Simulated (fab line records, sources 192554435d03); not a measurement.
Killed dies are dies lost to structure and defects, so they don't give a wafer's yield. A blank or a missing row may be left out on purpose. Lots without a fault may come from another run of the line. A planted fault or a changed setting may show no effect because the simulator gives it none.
Which tool did it? | flow n5_finfet | 10 lots, 29 wafers sampled, at 4 steps of a route of 1938

WHAT THE GAUGES READ, wafer by wafer
N5_BEOL_M4_RC_MEAS_101.
lot  | measured     | on        | IOFF_P (nA/um)
L168 | day 7 22:14  | prober-01 | 0.19 0.22 0.19
L169 | day 8 03:34  | prober-01 | 0.25 0.19 0.19
L174 | day 9 06:56  | prober-02 | 0.18 0.18 0.22
L175 | day 9 07:34  | prober-01 | 0.20 0.18 0.21
L177 | day 10 04:53 | prober-02 | 0.20 0.17 0.21
L178 | day 10 11:17 | prober-02 | 0.22 0.24 1.18
L181 | day 11 04:56 | prober-02 | 1.43 1.73
L184 | day 11 15:35 | prober-02 | 0.22 1.19 0.26
L187 | day 12 18:56 | prober-02 | 0.19 0.15 0.19
L189 | day 13 21:15 | prober-01 | 0.23 0.19 0.22

WHICH TOOL RAN EACH LOT (tool, then ch and the chambers of the sampled wafers, then the start)
lot  | N5_SD_EPI_P_VAPOR_ETCH_44      | N5_BEOL_M4_ALD_84                   | N5_BEOL_M4_SPUTTER_79
L168 | epi_rpcvd-04 ch 0, day 3 09:14 | ald_metal-01 ch 0,1,3, day 7 18:31  | pvd_sputter-03, day 7 19:33
L169 | epi_rpcvd-04 ch 0, day 3 14:53 | ald_metal-01 ch 0,1, day 7 21:42    | pvd_sputter-03, day 8 00:45
L174 | epi_rpcvd-04 ch 0, day 4 19:09 | ald_metal-03 ch 0,1,3, day 9 01:32  | pvd_sputter-01, day 9 04:07
L175 | epi_rpcvd-04 ch 0, day 5 02:40 | ald_metal-01 ch 1,2,3, day 9 01:35  | pvd_sputter-02, day 9 04:10
L177 | epi_rpcvd-01 ch 0, day 5 14:23 | ald_metal-01 ch 0,2,3, day 10 01:08 | pvd_sputter-02, day 10 02:01
L178 | epi_rpcvd-04 ch 0, day 5 21:00 | ald_metal-03 ch 0,1,3, day 10 07:37 | pvd_sputter-03, day 10 08:30
L181 | epi_rpcvd-04 ch 0, day 6 12:14 | ald_metal-03 ch 0,3, day 11 01:22   | pvd_sputter-02, day 11 02:08
L184 | epi_rpcvd-04 ch 0, day 7 08:23 | ald_metal-01 ch 2,3, day 11 11:51   | pvd_sputter-03, day 11 12:56
L187 | epi_rpcvd-02 ch 0, day 8 04:47 | ald_metal-02 ch 0,1,3, day 12 15:04 | pvd_sputter-01, day 12 15:49
L189 | epi_rpcvd-01 ch 0, day 8 21:30 | ald_metal-01 ch 0,2,3, day 13 16:04 | pvd_sputter-03, day 13 18:25
- N5_SD_EPI_P_VAPOR_ETCH_44: etches SiGe30 in NF3/Ar, time 3.3 s.
- N5_BEOL_M4_ALD_84: deposits TaN, pulse time 2 s, purge time 3 s, co reactant purge time 2 s.
- N5_BEOL_M4_SPUTTER_79: material Cu, target thk 4.5 nm, time 8.29 s.

THE ANSWER, worked out from the rows above alone
Rule: what is usual is taken from the lots themselves. Put in order of their means at a reading, lots are off if they are a third of the lots or fewer, leave a main group of 4 or more, and stand apart from it by a gap of 3 or more times the standard deviation of the main group's means; of several such gaps the widest counts. A main group whose means are all the same, to the digits that the tables above print for the reading, isn't used. A lot without any number at a reading at which 4 lots or more have one is off too. The other lots that the step has rows for count as sound.
Off: L178, L181, L184, at N5_BEOL_M4_RC_MEAS_101 (IOFF_P). The main group: mean 0.20 nA/um, standard deviation 0.011.
A tool fits if, at a process step before that reading, it ran every lot that is off, and no sound lot after the first of them. The gauges at N5_BEOL_M4_RC_MEAS_101 are tried like those tools. One fits: epi_rpcvd-04 at N5_SD_EPI_P_VAPOR_ETCH_44. Its last sound lot is L175 (day 5 02:40), its first lot that is off L178 (day 5 21:00): a fault that began between those two fits.

WHAT THE SIMULATOR HAD PUT IN
Process parameter drift: epi_rpcvd-04, from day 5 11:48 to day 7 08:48, at N5_SD_EPI_P_VAPOR_ETCH_44. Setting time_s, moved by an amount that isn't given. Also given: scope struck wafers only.
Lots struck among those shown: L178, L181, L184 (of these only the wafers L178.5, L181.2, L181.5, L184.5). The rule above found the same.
